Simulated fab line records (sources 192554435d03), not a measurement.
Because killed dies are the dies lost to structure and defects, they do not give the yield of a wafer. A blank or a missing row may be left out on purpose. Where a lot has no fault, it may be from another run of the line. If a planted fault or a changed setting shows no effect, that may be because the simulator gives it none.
The tool behind it: which one? -- flow n5_finfet -- 24 lots (72 wafers sampled), 1 step of a 1938-step route

## WHAT THE GAUGES SHOWED, per wafer
N5_BEOL_M2_THK_MEAS_53: measures by xrf. Usual: M2_THK 40.7 nm, standard deviation 1.2.
lot,measured,on,M2_THK (nm),flag
L074,day 6 19:08,film_metro-01,40.1 41.7 41.9,
L075,day 7 09:59,film_metro-02,38.4 40.2 39.4,
L077,day 7 14:52,film_metro-02,39.8 41.0 40.1,
L076,day 8 00:23,film_metro-01,40.6 40.1 38.5,
L078,day 8 01:59,film_metro-02,39.1 40.0 39.7,
L079,day 8 03:49,film_metro-01,40.3 41.0 40.4,
L080,day 8 06:07,film_metro-01,39.1 42.2 41.4,
L081,day 9 16:38,film_metro-02,37.8 37.6 39.4,
L084,day 9 16:47,film_metro-02,41.4 42.5 41.7,
L083,day 9 19:30,film_metro-02,40.9 40.8 41.3,
L082,day 9 21:20,film_metro-01,40.2 40.0 40.7,
L085,day 9 23:17,film_metro-01,40.9 39.2 42.5,
L086,day 10 05:37,film_metro-02,41.3 39.8 42.1,
L087,day 10 11:47,film_metro-02,40.3 42.2 41.1,
L088,day 10 13:46,film_metro-01,41.3 40.1 40.1,
L089,day 10 17:46,film_metro-01,38.2 39.9 41.6,
L090,day 11 10:24,film_metro-02,39.5 41.3 42.6,
L092,day 11 15:59,film_metro-01,42.0 43.1 40.1,
L091,day 11 20:56,film_metro-01,41.2 39.2 42.2,
L093,day 11 22:14,film_metro-01,41.5 43.5 40.5,
L094,day 12 01:13,film_metro-01,41.2 40.9 42.1,
L095,day 12 13:07,film_metro-02,40.0 40.5 40.6,
L096,day 12 16:23,film_metro-02,39.9 40.5 41.0,
L097,day 12 19:50,film_metro-02,42.6 40.4 39.5,

## EACH LOT AND THE TOOL THAT RAN IT (in order: tool; ch and the chambers of the sampled wafers; start)
There is no process step in the record ahead of these readings.

## WHAT THE TOOLS THEMSELVES READ (means of the sampled wafers that have a number; where no wafer has one, the mark that the record gives instead)
The record holds no such reading with a usual standard deviation.

## THE ANSWER, worked out from the rows above alone
Rule: take the mean of a lot's wafers that have a number; if it is more than 3 standard deviations from the usual mean, the lot is off. A lot without any number at a reading at which 4 lots or more have one is off too. The other lots that the step has rows for count as sound. First the gauges in route order, then the tools' own readings, where a lot's mean is used as printed above. The first step at which some lot is off is used, and at that step the reading that is off furthest; a lot without a number counts as furthest.
Nothing can be told from this: no lot is off at any reading shown.

## WHAT THE SIMULATOR PUT IN
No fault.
